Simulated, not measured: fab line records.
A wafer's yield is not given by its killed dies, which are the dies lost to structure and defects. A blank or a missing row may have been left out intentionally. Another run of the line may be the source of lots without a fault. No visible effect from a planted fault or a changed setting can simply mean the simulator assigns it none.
Matching of chambers / flow n5 finfet / N5_HKMG_FIN_STRIP_34 on rie diel-06: 4 sister chambers
The step strips in CF4. 20 wafers are shown with their chamber, then 10 later ones without.

== WAFERS WITH THEIR CHAMBER ==
wafer=L075.4; chamber=2; showerhead plenum p Torr (Torr)=1.78; drypump motor current A (A)=6.2; rf vpp V (V)=270.4
wafer=L075.5; chamber=0; showerhead plenum p Torr (Torr)=1.71; drypump motor current A (A)=4.9; rf vpp V (V)=269.2
wafer=L075.6; chamber=1; showerhead plenum p Torr (Torr)=1.71; drypump motor current A (A)=5.9; rf vpp V (V)=268.3
wafer=L076.2; chamber=1; showerhead plenum p Torr (Torr)=1.71; drypump motor current A (A)=5.9; rf vpp V (V)=269.9
wafer=L076.3; chamber=0; showerhead plenum p Torr (Torr)=1.71; drypump motor current A (A)=4.9; rf vpp V (V)=269.4
wafer=L076.4; chamber=0; showerhead plenum p Torr (Torr)=1.71; drypump motor current A (A)=4.9; rf vpp V (V)=269.6
wafer=L080.3; chamber=1; showerhead plenum p Torr (Torr)=1.70; drypump motor current A (A)=5.9; rf vpp V (V)=268.9
wafer=L080.4; chamber=2; showerhead plenum p Torr (Torr)=1.78; drypump motor current A (A)=6.2; rf vpp V (V)=270.5
wafer=L080.5; chamber=0; showerhead plenum p Torr (Torr)=1.71; drypump motor current A (A)=4.9; rf vpp V (V)=268.6
wafer=L082.3; chamber=0; showerhead plenum p Torr (Torr)=1.71; drypump motor current A (A)=4.9; rf vpp V (V)=268.3
wafer=L082.4; chamber=2; showerhead plenum p Torr (Torr)=1.78; drypump motor current A (A)=6.2; rf vpp V (V)=272.4
wafer=L082.5; chamber=3; showerhead plenum p Torr (Torr)=1.85; drypump motor current A (A)=6.5; rf vpp V (V)=271.6
wafer=L085.2; chamber=1; showerhead plenum p Torr (Torr)=1.70; drypump motor current A (A)=5.9; rf vpp V (V)=269.1
wafer=L085.5; chamber=1; showerhead plenum p Torr (Torr)=1.70; drypump motor current A (A)=5.9; rf vpp V (V)=269.4
wafer=L085.6; chamber=0; showerhead plenum p Torr (Torr)=1.71; drypump motor current A (A)=4.9; rf vpp V (V)=268.2
wafer=L086.1; chamber=1; showerhead plenum p Torr (Torr)=1.70; drypump motor current A (A)=5.9; rf vpp V (V)=269.1
wafer=L086.3; chamber=3; showerhead plenum p Torr (Torr)=1.85; drypump motor current A (A)=6.4; rf vpp V (V)=272.7
wafer=L086.5; chamber=2; showerhead plenum p Torr (Torr)=1.78; drypump motor current A (A)=6.2; rf vpp V (V)=270.3
wafer=L088.1; chamber=3; showerhead plenum p Torr (Torr)=1.85; drypump motor current A (A)=6.5; rf vpp V (V)=272.1
wafer=L088.3; chamber=0; showerhead plenum p Torr (Torr)=1.71; drypump motor current A (A)=4.9; rf vpp V (V)=269.2

SIGNATURES, as means of the wafers listed above
reading=showerhead plenum p Torr; chamber 0=1.7100; chamber 1=1.7033; chamber 2=1.7800; chamber 3=1.8500; scatter within a chamber=0.00289
reading=drypump motor current A; chamber 0=4.900; chamber 1=5.900; chamber 2=6.200; chamber 3=6.467; scatter within a chamber=0.0204
reading=rf vpp V; chamber 0=268.929; chamber 1=269.117; chamber 2=270.900; chamber 3=272.133; scatter within a chamber=0.656
Rule: for each reading, subtract the chamber's mean from the wafer's reading, divide by that reading's scatter and square the result; add these up over the readings and take the root, which gives the wafer's distance from the chamber. If the next closest chamber is less than 2 further off than the closest, the wafer can't be placed; otherwise it belongs to the closest. The scatter: take each reading less its chamber's mean, square it, sum over the shown wafers, divide by the number of wafers less the number of chambers, and take the root.

== WAFERS MISSING THEIR CHAMBER ==
wafer=L088.4; showerhead plenum p Torr (Torr)=1.78; drypump motor current A (A)=6.2; rf vpp V (V)=272.0
wafer=L091.2; showerhead plenum p Torr (Torr)=1.85; drypump motor current A (A)=6.4; rf vpp V (V)=272.8
wafer=L091.3; showerhead plenum p Torr (Torr)=1.91; drypump motor current A (A)=5.9; rf vpp V (V)=274.0
wafer=L091.6; showerhead plenum p Torr (Torr)=1.70; drypump motor current A (A)=4.9; rf vpp V (V)=268.2
wafer=L096.2; showerhead plenum p Torr (Torr)=1.70; drypump motor current A (A)=4.9; rf vpp V (V)=269.3
wafer=L096.4; showerhead plenum p Torr (Torr)=1.77; drypump motor current A (A)=6.2; rf vpp V (V)=269.9
wafer=L096.6; showerhead plenum p Torr (Torr)=1.70; drypump motor current A (A)=4.9; rf vpp V (V)=270.8
wafer=L097.3; showerhead plenum p Torr (Torr)=1.70; drypump motor current A (A)=4.9; rf vpp V (V)=270.2
wafer=L097.5; showerhead plenum p Torr (Torr)=1.84; drypump motor current A (A)=6.4; rf vpp V (V)=273.9
wafer=L097.6; showerhead plenum p Torr (Torr)=1.70; drypump motor current A (A)=4.9; rf vpp V (V)=268.6

== THE CHAMBER EACH PASSED THROUGH ==
wafer=L088.4; from the rows above=2; in truth=2
wafer=L091.2; from the rows above=3; in truth=3
wafer=L091.3; from the rows above=3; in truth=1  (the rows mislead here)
wafer=L091.6; from the rows above=0; in truth=0
wafer=L096.2; from the rows above=0; in truth=0
wafer=L096.4; from the rows above=2; in truth=2
wafer=L096.6; from the rows above=0; in truth=0
wafer=L097.3; from the rows above=0; in truth=0
wafer=L097.5; from the rows above=3; in truth=3
wafer=L097.6; from the rows above=0; in truth=0
9 of 10 placed correctly. Left unplaced by these rows: 0. Wrongly placed: 1.
